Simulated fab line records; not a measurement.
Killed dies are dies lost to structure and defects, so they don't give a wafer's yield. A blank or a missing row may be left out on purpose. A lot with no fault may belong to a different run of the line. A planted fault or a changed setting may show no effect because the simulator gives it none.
fab line records	flow n5Finfet
record lots=24	wafers=72	lastDay=18
route steps=1938 shown BEOL_M0_SAQP@690 BEOL_M0@716 BEOL_M1@764
lots untouched by any fault: they come from a run of this same line in which no faults occurred
startH: hours from the record's first day to the start of the lot's first wafer shown	waitH: hours from the lot's prior step to this one	" repeats the value in the row above	L1.1+2: a single row standing in for several wafers	- no value, or no start given	* or withheld: withheld	< > ~ a bound
route shown NAME@n: names a module that has steps shown in the file, with the first one's number in the route	usual: mean/standard deviation taken from wafers without a fault	same: alike in all rows	chamber/n: place in a boat	sites: each site's reading	_std_site: their standard deviation	_edge_site: mean of outer sites minus mean of inner sites	radiusMm: how far each site lies from the wafer's centre	mask NAME#n: copy n	behind: tool/chamber where the wafer was last shaped	hold: cause of the lot's hold/its duration in hours/its outcome	device: whichever transistor did not switch (one of n, p or np)	end of line: the route-end tests of the same wafers	a step given without rows: its recipe and nothing more	killed: the dies lost at the first sort to structure and to defects; this is not the yield of the wafer	map: per-die view of a wafer (x killed, . not killed, _ where there is no die)
set.NAME: the setting that was run; set.NAME@STEP: the one run at that earlier step	model.NAME: the simulator's own value behind a step, which no gauge read
one table for each step of the route and one row for each wafer, over a sample of lots
services: a tool's chamber out of use, with start hour (startH, from the record's first day; less than 0 if before it), hours out, and reason
## steps
# step N5_BEOL_M0_SAQP_OVL_MEAS_41
# recipe pointsPerWafer=522
# usual M0_CUT1_OVL=-0.4/0.73
lot.wafer	tool	chamber	startH	waitH	M0_CUT1_OVL[nm]
L074.2	overlay-02	0	117.10	0.0	-0.3
L074.3	"	0	"	"	-0.6
L074.6	"	0	"	"	-0.1
L075.2	overlay-01	0	118.62	0.0	-2.2
L075.5	"	0	"	"	-1.4
L075.6	"	0	"	"	-1.9
L076.1	overlay-01	0	126.20	0.0	-0.8
L076.4	"	0	"	"	-0.2
L076.6	"	0	"	"	-0.4
L077.2	overlay-02	0	132.55	0.0	-1.3
L077.5	"	0	"	"	0.7
L077.6	"	0	"	"	-1.3
L078.1	overlay-02	0	139.69	0.0	0.5
L078.3	"	0	"	"	0.6
L078.5	"	0	"	"	-0.3
L079.1	overlay-01	0	146.41	0.0	0.1
L079.2	"	0	"	"	-1.3
L079.4	"	0	"	"	-0.8
L080.1	overlay-02	0	147.95	0.0	0.1
L080.3	"	0	"	"	-0.2
L080.4	"	0	"	"	0.6
L081.1	overlay-02	0	158.66	0.0	-0.2
L081.3	"	0	"	"	0.3
L081.5	"	0	"	"	-0.5
L082.2	overlay-02	0	164.34	0.0	0.0
L082.4	"	0	"	"	0.3
L082.6	"	0	"	"	0.7
L083.1	overlay-02	0	167.61	0.0	-0.5
L083.5	"	0	"	"	0.2
L083.6	"	0	"	"	0.3
L084.3	overlay-02	0	180.11	0.0	-0.7
L084.4	"	0	"	"	-0.1
L084.5	"	0	"	"	-0.1
L085.1	overlay-02	0	181.46	0.1	-0.1
L085.4	"	0	"	"	0.1
L085.5	"	0	"	"	0.6
L086.1	overlay-02	0	188.41	0.0	-0.9
L086.2	"	0	"	"	0.0
L086.5	"	0	"	"	-0.7
L087.3	overlay-01	0	194.48	0.0	0.4
L087.4	"	0	"	"	-0.8
L087.6	"	0	"	"	-0.9
L088.2	overlay-02	0	198.46	0.0	1.5
L088.3	"	0	"	"	-1.0
L088.5	"	0	"	"	-0.2
L089.1	overlay-02	0	207.11	0.0	-1.8
L089.2	"	0	"	"	-1.7
L089.4	"	0	"	"	-1.5
L090.3	overlay-02	0	210.22	0.0	0.5
L090.4	"	0	"	"	-0.2
L090.6	"	0	"	"	0.9
L091.1	overlay-02	0	216.08	0.0	-1.2
L091.3	"	0	"	"	-1.9
L091.4	"	0	"	"	-0.1
L092.2	overlay-01	0	220.56	0.0	-1.2
L092.4	"	0	"	"	-0.8
L092.6	"	0	"	"	-1.6
L093.2	overlay-02	0	225.55	0.0	-0.5
L093.5	"	0	"	"	-0.2
L093.6	"	0	"	"	-0.9
L094.1	overlay-01	0	231.78	0.0	-1.0
L094.4	"	0	"	"	0.0
L094.6	"	0	"	"	-0.1
L095.1	overlay-01	0	239.63	0.0	-1.1
L095.3	"	0	"	"	-0.7
L095.4	"	0	"	"	0.0
L096.2	overlay-02	0	242.76	0.0	-0.9
L096.3	"	0	"	"	0.4
L096.4	"	0	"	"	-1.3
L097.1	overlay-01	0	247.00	0.0	-0.5
L097.2	"	0	"	"	-1.2
L097.6	"	0	"	"	-1.1
# step N5_BEOL_M0_HM_OPEN_105
# recipe chemistry=Cl2/BCl3	targetDepthA=120	target=TiN	ionEnergyEv=150	pressureMtorr=10	icpW=1000	biasW=126	Cl2_flow_sccm=53.25	bcl3FlowSccm=21.75	Ar_flow_sccm=25
# usual bcl3FlowSccm=21.75/0.062	chamberPressureMTorr=10.000/0.0094	drypumpMotorCurrentA=5.6/0.41	mfcCl2Sccm=53.25/0.17	oesProductAu=0.71/0.11	throttleValvePct=22.08/0.19
lot.wafer	tool	chamber	startH	waitH	bcl3FlowSccm	chamberPressureMTorr	drypumpMotorCurrentA	mfcCl2Sccm	oesProductAu	rfHoursCounterH	throttleValvePct
L074.2	rieMetal-02	0	118.97	0.2	21.80	9.995	5.1	53.27	0.81	28	21.81
L074.3	"	0	"	"	21.84	9.991	5.1	53.34	0.81	-	21.82
L074.6	"	0	"	"	21.80	10.008	5.1	53.43	0.82	-	21.81
L075.2	rieMetal-02	0	121.21	0.4	21.87	9.996	5.1	53.45	0.81	28	21.81
L075.5	"	1	"	"	21.76	9.989	6.1	53.13	0.69	-	22.18
L075.6	"	0	"	"	21.76	9.999	5.1	53.26	0.81	-	21.83
L076.1	rieMetal-02	0	128.60	0.4	21.60	10.003	5.1	53.11	0.81	29	21.83
L076.4	"	0	"	"	21.73	10.011	5.1	53.33	0.81	-	21.83
L076.6	"	0	"	"	21.68	9.995	5.1	53.31	0.82	-	21.80
L077.2	rieMetal-03	0	136.40	1.4	21.68	10.004	5.7	53.07	0.63	114	22.21
L077.5	"	0	"	"	21.70	9.990	5.7	53.05	0.63	-	22.21
L077.6	"	1	"	"	21.71	9.994	5.1	53.14	0.58	-	22.11
L078.1	rieMetal-02	1	141.84	0.5	21.88	9.997	6.1	53.49	0.69	78	22.16
L078.3	"	1	"	"	21.82	9.999	6.1	53.67	0.69	-	22.16
L078.5	"	1	"	"	21.85	9.985	6.1	53.57	0.69	-	22.17
L079.1	rieMetal-03	1	148.57	0.1	21.74	10.008	5.1	53.11	0.57	144	22.12
L079.2	"	0	"	"	21.85	10.014	5.7	53.27	0.63	116	22.21
L079.4	"	1	"	"	21.71	10.004	5.1	53.08	0.57	-	22.11
L080.1	rieMetal-02	1	150.37	0.1	21.75	9.981	6.1	53.09	0.68	79	22.16
L080.3	"	0	"	"	21.76	10.007	5.1	53.10	0.80	-	21.81
L080.4	"	1	"	"	21.71	10.004	6.1	53.19	0.69	-	22.16
L081.1	rieMetal-01	0	160.89	0.5	21.74	9.988	5.6	53.38	0.60	121	22.14
L081.3	"	1	"	"	21.82	10.011	6.1	53.11	0.66	-	22.33
L081.5	"	1	"	"	21.70	9.989	6.1	53.20	0.66	-	22.34
L082.2	rieMetal-02	0	167.77	1.3	21.92	10.004	5.1	53.35	0.79	33	21.83
L082.4	"	1	"	"	21.79	10.004	6.1	53.12	0.69	-	22.15
L082.6	"	0	"	"	21.72	9.994	5.1	53.43	0.80	-	21.82
L083.1	rieMetal-02	0	171.93	2.4	21.74	10.006	5.1	53.34	0.79	33	21.81
L083.5	"	0	"	"	21.66	9.981	5.1	53.38	0.80	-	21.81
L083.6	"	1	"	"	21.83	10.010	6.1	53.24	0.68	-	22.16
L084.3	rieMetal-01	1	182.98	1.0	21.67	9.993	6.1	53.29	0.66	-	22.36
L084.4	"	0	"	"	21.79	9.988	5.6	53.32	0.60	-	22.13
L084.5	"	0	"	"	21.71	9.993	5.7	53.28	0.60	-	22.14
L085.1	rieMetal-03	0	189.65	5.2	21.68	10.001	5.6	53.12	0.62	121	22.23
L085.4	"	1	"	"	21.78	10.018	5.1	53.53	0.94	-	21.80
L085.5	"	0	"	"	21.73	10.002	5.6	53.30	0.62	-	22.22
L086.1	rieMetal-01	0	192.42	0.4	21.70	9.991	5.6	53.61	0.60	125	22.15
L086.2	"	1	"	"	21.79	9.994	6.1	52.94	0.65	95	22.38
L086.5	"	1	"	"	21.77	10.004	6.1	53.08	0.65	-	22.36
L087.3	rieMetal-03	0	196.84	0.1	21.73	10.005	5.7	53.19	0.62	-	22.21
L087.4	"	1	"	"	21.70	10.001	5.1	53.41	0.93	-	21.81
L087.6	"	1	"	"	21.80	10.010	5.1	53.21	0.92	-	21.82
L088.2	rieMetal-02	1	200.42	0.1	21.73	9.992	6.1	53.31	0.68	84	22.18
L088.3	"	0	"	"	21.71	10.015	5.1	53.32	0.78	-	21.84
L088.5	"	1	"	"	21.77	9.982	6.1	53.41	0.68	-	22.19
L089.1	rieMetal-03	1	210.64	0.6	21.77	9.986	5.1	53.37	0.92	4	21.82
L089.2	"	0	"	"	21.72	10.006	5.7	53.40	0.62	122	22.20
L089.4	"	1	"	"	21.75	9.998	5.1	53.31	0.91	-	21.81
L090.3	rieMetal-03	1	213.80	1.9	21.70	10.005	5.1	53.37	0.91	-	21.81
L090.4	"	1	"	"	21.72	9.986	5.1	53.32	0.91	-	21.82
L090.6	"	1	"	"	21.69	9.993	5.1	53.36	0.91	-	21.83
L091.1	rieMetal-03	0	220.06	1.9	21.82	9.978	5.7	53.22	0.62	123	22.21
L091.3	"	0	"	"	21.68	9.996	5.7	53.27	0.62	-	22.23
L091.4	"	1	"	"	21.79	10.004	5.1	53.53	0.91	-	21.82
L092.2	rieMetal-01	0	222.47	0.2	21.83	10.007	5.6	53.23	0.60	-	22.13
L092.4	"	0	"	"	21.87	9.973	5.7	53.14	0.59	-	22.16
L092.6	"	0	"	"	21.73	10.009	5.7	53.24	0.59	-	22.14
L093.2	rieMetal-01	0	228.84	1.5	21.74	9.993	5.6	53.08	0.59	-	22.14
L093.5	"	0	"	"	21.76	9.996	5.6	53.30	0.59	-	22.16
L093.6	"	0	"	"	21.80	10.007	5.7	53.10	0.59	-	22.14
L094.1	rieMetal-03	0	234.22	0.7	21.78	10.007	5.7	53.71	0.62	125	22.22
L094.4	"	1	"	"	21.67	9.989	5.1	52.95	0.90	-	21.83
L094.6	"	0	"	"	21.68	9.994	5.7	53.34	0.62	-	22.22
L095.1	rieMetal-02	1	241.61	0.1	21.82	10.015	6.1	52.94	0.67	88	22.19
L095.3	"	0	"	"	21.68	9.989	5.1	53.05	0.78	-	21.85
L095.4	"	1	"	"	21.87	10.019	6.1	52.72	0.67	-	22.20
L096.2	rieMetal-01	0	245.57	0.8	21.74	9.987	5.7	53.28	0.59	130	22.16
L096.3	"	1	"	"	21.79	10.002	6.1	53.07	0.65	-	22.38
L096.4	"	0	"	"	21.82	9.994	5.7	53.22	0.58	-	22.17
L097.1	rieMetal-01	1	255.66	7.1	21.76	10.003	6.1	53.38	0.64	99	22.38
L097.2	"	1	"	"	21.87	10.005	6.1	53.28	0.64	-	22.39
L097.6	"	1	"	"	21.72	9.998	6.1	53.38	0.64	-	22.37
# step N5_BEOL_M0_SPUTTER_116
# recipe material=Cu	targetThkA=40	tempC=-20	chamberPressurePa=0.07	powerW=withheld	timeS=7.37
# usual throttleValvePct=29.8/1
lot.wafer	tool	chamber	startH	waitH	throttleValvePct
L074.2	pvdSputter-03	-	122.04	0.1	29.5
L074.3	"	-	"	"	30.7
L074.6	"	-	"	"	30.8
L075.2	pvdSputter-03	-	123.16	0.3	30.8
L075.5	"	-	"	"	28.9
L075.6	"	-	"	"	31.8
L076.1	pvdSputter-02	-	131.35	0.1	29.1
L076.4	"	-	"	"	28.9
L076.6	"	-	"	"	29.5
L077.2	pvdSputter-01	-	138.37	0.1	29.4
L077.5	"	-	"	"	30.1
L077.6	"	-	"	"	31.3
L078.1	pvdSputter-03	-	143.94	0.1	29.7
L078.3	"	-	"	"	30.4
L078.5	"	-	"	"	29.7
L079.1	pvdSputter-02	-	150.11	0.1	29.2
L079.2	"	-	"	"	29.2
L079.4	"	-	"	"	29.6
L080.1	pvdSputter-02	-	153.38	1.4	29.1
L080.3	"	-	"	"	29.1
L080.4	"	-	"	"	29.6
L081.1	pvdSputter-03	-	164.14	1.6	29.5
L081.3	"	-	"	"	31.7
L081.5	"	-	"	"	32.1
L082.2	pvdSputter-01	-	172.28	0.1	30.1
L082.4	"	-	"	"	31.2
L082.6	"	-	"	"	31.2
L083.1	pvdSputter-02	-	174.85	0.2	29.3
L083.5	"	-	"	"	28.8
L083.6	"	-	"	"	29.2
L084.3	pvdSputter-03	-	184.64	0.1	29.2
L084.4	"	-	"	"	31.8
L084.5	"	-	"	"	28.6
L085.1	pvdSputter-02	-	193.34	0.1	29.3
L085.4	"	-	"	"	28.8
L085.5	"	-	"	"	28.6
L086.1	pvdSputter-03	-	195.31	0.3	29.5
L086.2	"	-	"	"	30.8
L086.5	"	-	"	"	28.4
L087.3	pvdSputter-01	-	200.30	0.1	30.3
L087.4	"	-	"	"	30.1
L087.6	"	-	"	"	30.3
L088.2	pvdSputter-02	-	202.48	0.1	28.7
L088.3	"	-	"	"	28.9
L088.5	"	-	"	"	28.6
L089.1	pvdSputter-02	-	212.52	0.2	29.2
L089.2	"	-	"	"	29.5
L089.4	"	-	"	"	28.6
L090.3	pvdSputter-03	-	215.88	0.1	31.6
L090.4	"	-	"	"	28.7
L090.6	"	-	"	"	29.6
L091.1	pvdSputter-02	-	222.16	0.1	29.1
L091.3	"	-	"	"	29.0
L091.4	"	-	"	"	28.5
L092.2	pvdSputter-02	-	224.60	0.3	29.1
L092.4	"	-	"	"	28.7
L092.6	"	-	"	"	28.4
L093.2	pvdSputter-01	-	232.70	0.2	30.1
L093.5	"	-	"	"	30.0
L093.6	"	-	"	"	29.7
L094.1	pvdSputter-03	-	236.33	0.4	30.6
L094.4	"	-	"	"	31.5
L094.6	"	-	"	"	30.5
L095.1	pvdSputter-01	-	245.90	0.2	30.2
L095.3	"	-	"	"	30.1
L095.4	"	-	"	"	31.1
L096.2	pvdSputter-01	-	247.41	0.1	29.9
L096.3	"	-	"	"	30.3
L096.4	"	-	"	"	29.3
L097.1	pvdSputter-03	-	258.13	0.1	29.5
L097.2	"	-	"	"	30.3
L097.6	"	-	"	"	29.5
# step N5_BEOL_M1_CD_MEAS_11
# recipe targetCdNm=17.05	landingEnergyEv=500	detector=seInlens	polarity=opening
# usual cdNm=17.07/0.26
lot.wafer	tool	chamber	startH	waitH	cdNm
L074.2	cdSem-02	0	126.26	-	17.17
L074.3	"	0	"	"	16.93
L074.6	"	0	"	"	17.02
L075.2	cdSem-01	0	126.94	-	17.67
L075.5	"	0	"	"	16.88
L075.6	"	0	"	"	17.01
L076.1	cdSem-03	0	135.45	-	17.17
L076.4	"	0	"	"	17.32
L076.6	"	0	"	"	17.00
L077.2	cdSem-03	0	142.26	-	17.11
L077.5	"	0	"	"	17.29
L077.6	"	0	"	"	16.94
L078.1	cdSem-01	0	148.67	-	16.80
L078.3	"	0	"	"	16.73
L078.5	"	0	"	"	16.49
L079.1	cdSem-01	0	152.31	-	17.24
L079.2	"	0	"	"	16.62
L079.4	"	0	"	"	16.91
L080.1	cdSem-02	0	158.21	-	17.30
L080.3	"	0	"	"	16.57
L080.4	"	0	"	"	16.69
L081.1	cdSem-03	0	168.53	-	17.16
L081.3	"	0	"	"	17.18
L081.5	"	0	"	"	17.34
L082.2	cdSem-03	0	175.02	-	16.89
L082.4	"	0	"	"	17.16
L082.6	"	0	"	"	17.12
L083.1	cdSem-01	0	180.92	-	17.07
L083.5	"	0	"	"	17.39
L083.6	"	0	"	"	16.83
L084.3	cdSem-02	0	189.89	-	16.74
L084.4	"	0	"	"	17.11
L084.5	"	0	"	"	16.93
L085.1	cdSem-02	0	196.14	-	17.09
L085.4	"	0	"	"	17.55
L085.5	"	0	"	"	17.37
L086.1	cdSem-03	0	197.51	-	16.63
L086.2	"	0	"	"	16.96
L086.5	"	0	"	"	16.96
L087.3	cdSem-02	0	202.77	-	17.29
L087.4	"	0	"	"	16.94
L087.6	"	0	"	"	17.46
L088.2	cdSem-03	0	206.30	-	16.92
L088.3	"	0	"	"	16.87
L088.5	"	0	"	"	16.82
L089.1	cdSem-01	0	215.36	-	16.84
L089.2	"	0	"	"	16.45
L089.4	"	0	"	"	16.72
L090.3	cdSem-02	0	220.51	-	17.24
L090.4	"	0	"	"	17.12
L090.6	"	0	"	"	17.12
L091.1	cdSem-02	0	225.85	-	16.88
L091.3	"	0	"	"	17.16
L091.4	"	0	"	"	16.80
L092.2	cdSem-02	0	227.35	-	17.19
L092.4	"	0	"	"	17.22
L092.6	"	0	"	"	17.44
L093.2	cdSem-03	0	235.47	-	17.12
L093.5	"	0	"	"	17.08
L093.6	"	0	"	"	16.99
L094.1	cdSem-03	0	239.10	-	17.20
L094.4	"	0	"	"	16.59
L094.6	"	0	"	"	17.23
L095.1	cdSem-03	0	248.70	-	17.07
L095.3	"	0	"	"	17.06
L095.4	"	0	"	"	17.13
L096.2	cdSem-03	0	252.30	-	16.72
L096.3	"	0	"	"	17.34
L096.4	"	0	"	"	17.23
L097.1	cdSem-03	0	261.45	-	17.00
L097.2	"	0	"	"	16.90
L097.6	"	0	"	"	17.27
# step N5_BEOL_M1_OVL_MEAS_12
# recipe pointsPerWafer=522
# usual M1_OVL=-0.4/0.6
lot.wafer	tool	chamber	startH	waitH	M1_OVL[nm]
L074.2	overlay-01	0	126.29	0.0	-0.5
L074.3	"	0	"	"	-0.2
L074.6	"	0	"	"	-0.2
L075.2	overlay-01	0	126.97	0.0	-0.9
L075.5	"	0	"	"	-0.7
L075.6	"	0	"	"	-1.2
L076.1	overlay-01	0	135.48	0.0	-1.2
L076.4	"	0	"	"	-0.5
L076.6	"	0	"	"	-1.8
L077.2	overlay-02	0	142.30	0.0	-1.1
L077.5	"	0	"	"	-1.2
L077.6	"	0	"	"	-1.0
L078.1	overlay-01	0	148.70	0.0	0.3
L078.3	"	0	"	"	0.5
L078.5	"	0	"	"	0.8
L079.1	overlay-01	0	152.34	0.0	1.4
L079.2	"	0	"	"	-0.3
L079.4	"	0	"	"	-0.1
L080.1	overlay-01	0	158.24	0.0	0.1
L080.3	"	0	"	"	-0.1
L080.4	"	0	"	"	-0.6
L081.1	overlay-02	0	168.57	0.0	-0.8
L081.3	"	0	"	"	-0.7
L081.5	"	0	"	"	-0.9
L082.2	overlay-02	0	175.06	0.0	-0.4
L082.4	"	0	"	"	0.6
L082.6	"	0	"	"	0.0
L083.1	overlay-02	0	180.95	0.0	-0.1
L083.5	"	0	"	"	-0.4
L083.6	"	0	"	"	-0.9
L084.3	overlay-01	0	189.93	0.0	0.2
L084.4	"	0	"	"	-0.2
L084.5	"	0	"	"	0.1
L085.1	overlay-02	0	196.17	0.0	-0.8
L085.4	"	0	"	"	-2.0
L085.5	"	0	"	"	-0.7
L086.1	overlay-01	0	197.54	0.0	-0.7
L086.2	"	0	"	"	0.0
L086.5	"	0	"	"	-0.5
L087.3	overlay-01	0	202.81	0.0	0.1
L087.4	"	0	"	"	-0.9
L087.6	"	0	"	"	0.2
L088.2	overlay-01	0	206.33	0.0	-0.5
L088.3	"	0	"	"	-0.6
L088.5	"	0	"	"	-0.8
L089.1	overlay-02	0	215.39	0.0	0.4
L089.2	"	0	"	"	0.4
L089.4	"	0	"	"	0.5
L090.3	overlay-02	0	220.55	0.0	-0.2
L090.4	"	0	"	"	-0.4
L090.6	"	0	"	"	-0.3
L091.1	overlay-01	0	225.88	0.0	-1.0
L091.3	"	0	"	"	-0.3
L091.4	"	0	"	"	-0.4
L092.2	overlay-01	0	227.38	0.0	0.3
L092.4	"	0	"	"	-0.7
L092.6	"	0	"	"	-0.8
L093.2	overlay-02	0	235.50	0.0	-0.8
L093.5	"	0	"	"	-0.1
L093.6	"	0	"	"	0.1
L094.1	overlay-02	0	239.13	0.0	-0.3
L094.4	"	0	"	"	-1.5
L094.6	"	0	"	"	-0.9
L095.1	overlay-02	0	248.73	0.0	-0.5
L095.3	"	0	"	"	-0.5
L095.4	"	0	"	"	0.0
L096.2	overlay-02	0	252.33	0.0	-1.9
L096.3	"	0	"	"	-0.2
L096.4	"	0	"	"	-0.9
L097.1	overlay-01	0	261.48	0.0	-0.5
L097.2	"	0	"	"	0.1
L097.6	"	0	"	"	0.0
# step N5_BEOL_M1_DESCUM_16
# recipe chemistry=O2	timeS=7	sourcePowerW=50	biasPowerW=20	pressureMtorr=20	rfFrequencyHz=2.712e+07	tempC=40	resist=CAR-EUV	o2FlowSccm=225
# usual chamberPressureMTorr=19.999/0.02	drypumpMotorCurrentA=5.9/0.57	oesProductAu=0.80/0.093	rfVppV=243.3/1.4	showerheadPlenumPTorr=2.09/0.071	throttleValvePct=20.41/0.17
lot.wafer	tool	chamber	startH	waitH	chamberPressureMTorr	drypumpMotorCurrentA	oesProductAu	rfHoursCounterH	rfVppV	showerheadPlenumPTorr	throttleValvePct
L074.2	rieDiel-04	3	126.46	0.1	20.003	5.5	0.69	246	240.1	2.00	20.45
L074.3	"	0	"	"	20.016	5.4	0.66	230	244.6	2.14	20.81
L074.6	"	1	"	"	19.986	5.3	0.69	-	244.8	2.14	20.23
L075.2	rieDiel-05	2	127.09	0.1	19.985	6.5	0.94	18	242.9	2.07	20.40
L075.5	"	0	"	"	19.978	5.4	0.71	-	243.2	2.16	20.30
L075.6	"	1	"	"	20.017	5.6	0.79	-	242.7	2.03	20.30
L076.1	rieDiel-05	0	135.70	0.2	19.973	5.5	0.71	198	244.4	2.16	20.30
L076.4	"	3	"	"	20.022	6.3	0.82	82	242.6	2.03	20.32
L076.6	"	3	"	"	19.975	6.4	0.81	-	241.6	2.03	20.31
L077.2	rieDiel-05	1	142.39	0.0	19.997	5.6	0.79	126	240.7	2.02	20.30
L077.5	"	3	"	"	20.014	6.4	0.81	-	242.9	2.03	20.31
L077.6	"	0	"	"	19.970	5.5	0.71	-	244.8	2.16	20.30
L078.1	rieDiel-02	0	148.79	0.0	20.002	5.0	0.70	242	240.9	1.96	20.48
L078.3	"	1	"	"	20.019	6.2	0.70	247	244.4	2.05	20.62
L078.5	"	3	"	"	20.002	6.5	0.78	-	243.7	2.09	20.44
L079.1	rieDiel-04	2	152.47	0.1	20.007	5.7	0.69	230	244.4	2.16	20.44
L079.2	"	3	"	"	20.001	5.5	1.00	1	245.0	2.26	20.15
L079.4	"	0	"	"	19.968	5.4	0.67	240	244.6	2.14	20.82
L080.1	rieDiel-05	3	158.33	0.0	19.970	6.3	0.80	90	240.8	2.02	20.31
L080.3	"	1	"	"	19.955	5.6	0.78	131	241.7	2.02	20.33
L080.4	"	1	"	"	19.996	5.6	0.79	-	242.7	2.02	20.31
L081.1	rieDiel-02	0	168.66	0.0	19.990	5.0	0.69	249	240.8	1.96	20.48
L081.3	"	2	"	"	19.998	6.7	0.83	65	243.1	2.11	20.64
L081.5	"	3	"	"	19.988	6.5	0.78	-	243.0	2.08	20.46
L082.2	rieDiel-02	0	175.14	0.0	20.005	5.0	0.68	252	241.8	1.96	20.47
L082.4	"	0	"	"	19.980	5.0	0.69	-	239.6	1.96	20.50
L082.6	"	3	"	"	19.997	6.5	0.78	-	244.9	2.08	20.46
L083.1	rieDiel-02	2	181.05	0.0	19.996	6.7	0.83	71	243.3	2.11	20.66
L083.5	"	0	"	"	20.003	5.0	0.69	-	241.7	1.96	20.48
L083.6	"	3	"	"	19.976	6.5	0.78	-	243.3	2.08	20.46
L084.3	rieDiel-02	0	190.01	0.0	19.989	5.0	0.69	258	241.2	1.96	20.50
L084.4	"	3	"	"	19.990	6.5	0.77	-	243.0	2.08	20.46
L084.5	"	2	"	"	20.002	6.7	0.83	-	243.2	2.11	20.66
L085.1	rieDiel-02	1	196.26	0.0	19.978	6.1	0.96	3	243.1	2.05	20.24
L085.4	"	1	"	"	20.027	6.2	0.96	-	243.5	2.05	20.22
L085.5	"	2	"	"	19.949	6.8	0.84	-	243.2	2.11	20.65
L086.1	rieDiel-05	0	197.63	0.0	19.989	5.4	0.71	213	245.1	2.15	20.35
L086.2	"	2	"	"	20.003	6.5	0.91	38	241.7	2.06	20.44
L086.5	"	0	"	"	20.010	5.4	0.70	-	245.0	2.15	20.33
L087.3	rieDiel-02	3	202.89	0.0	20.041	6.5	0.76	162	244.1	2.08	20.48
L087.4	"	1	"	"	19.998	6.2	0.94	-	242.2	2.04	20.23
L087.6	"	3	"	"	20.001	6.5	0.77	-	243.4	2.08	20.46
L088.2	rieDiel-04	2	206.44	0.1	20.012	5.7	0.68	248	243.8	2.15	20.47
L088.3	"	1	"	"	19.998	5.3	0.68	253	244.2	2.13	20.24
L088.5	"	1	"	"	20.039	5.4	0.67	-	245.3	2.13	20.25
L089.1	rieDiel-02	2	215.69	0.2	19.997	6.7	0.82	84	244.5	2.11	20.67
L089.2	"	3	"	"	20.003	6.5	0.77	166	242.3	2.08	20.48
L089.4	"	0	"	"	20.015	5.0	1.02	3	244.8	2.22	20.05
L090.3	rieDiel-04	1	220.73	0.1	20.006	5.3	0.67	258	242.4	2.13	20.26
L090.4	"	3	"	"	19.978	5.5	0.91	-	246.7	2.25	20.19
L090.6	"	2	"	"	20.012	5.7	0.68	-	243.0	2.15	20.50
L091.1	rieDiel-05	0	225.97	0.0	19.995	5.5	0.70	223	243.8	2.15	20.34
L091.3	"	2	"	"	20.000	6.5	0.89	48	242.8	2.06	20.46
L091.4	"	3	"	"	20.012	6.4	0.78	112	242.4	2.02	20.33
L092.2	rieDiel-05	0	227.47	0.0	19.993	5.4	0.70	223	243.7	2.15	20.36
L092.4	"	1	"	"	20.011	5.6	0.75	152	242.1	2.02	20.36
L092.6	"	2	"	"	20.022	6.4	0.88	-	242.1	2.06	20.45
L093.2	rieDiel-02	2	236.03	0.5	19.997	6.7	0.82	90	243.1	2.10	20.68
L093.5	"	2	"	"	19.999	6.8	0.82	-	243.1	2.10	20.68
L093.6	"	1	"	"	20.013	6.2	0.92	-	243.8	2.04	20.25
L094.1	rieDiel-02	3	239.37	0.2	20.041	6.5	0.76	173	243.1	2.08	20.50
L094.4	"	1	"	"	19.974	6.1	0.91	16	243.3	2.04	20.27
L094.6	"	3	"	"	19.975	6.5	0.76	-	242.7	2.08	20.49
L095.1	rieDiel-05	2	248.86	0.1	19.957	6.5	0.87	55	242.0	2.05	20.46
L095.3	"	3	"	"	19.991	6.4	0.77	120	241.0	2.01	20.36
L095.4	"	1	"	"	19.974	5.6	0.75	158	241.8	2.01	20.36
L096.2	rieDiel-04	2	252.42	0.0	20.043	5.7	0.68	264	245.1	2.15	20.51
L096.3	"	1	"	"	20.007	5.3	0.95	3	245.0	2.13	19.91
L096.4	"	3	"	"	20.008	5.5	0.88	36	245.7	2.25	20.19
L097.1	rieDiel-04	0	262.27	0.7	20.010	5.4	0.93	13	244.9	2.13	20.56
L097.2	"	3	"	"	19.980	5.4	0.89	39	244.4	2.25	20.20
L097.6	"	3	"	"	19.968	5.5	0.89	-	245.9	2.25	20.18
## services
tool	chamber	startH	hours	kind
pvdSputter-01	-	129.72	1.9	repair
rieDiel-04	3	136.00	-	clean
rieMetal-02	1	136.47	5.3	repair
rieDiel-04	1	142.41	4.1	repair
rieMetal-03	-	146.71	0.8	repair
rieDiel-05	0	149.93	9.9	repair
rieMetal-03	1	151.56	-	clean
rieMetal-03	1	151.56	14.8	scheduledDown
rieMetal-03	1	151.56	14.8	ventCycle
rieDiel-02	1	158.69	-	clean
rieDiel-02	1	158.69	-	consumableReplace:focusRing
rieDiel-02	1	158.69	32.3	scheduledDown
rieDiel-02	1	158.69	32.3	ventCycle
rieDiel-02	0	191.04	-	clean
rieDiel-02	0	191.04	-	consumableReplace:focusRing
rieDiel-02	0	191.04	-	consumableReplace:showerhead
rieDiel-02	0	191.04	13.5	scheduledDown
rieDiel-02	0	191.04	13.5	ventCycle
rieMetal-03	0	213.09	4.3	repair
rieMetal-01	1	217.82	15.9	repair
rieMetal-03	1	245.22	17.3	repair
rieMetal-01	0	250.39	-	clean
rieMetal-01	0	250.39	15.3	scheduledDown
rieMetal-01	0	250.39	15.3	ventCycle
## key
fault none
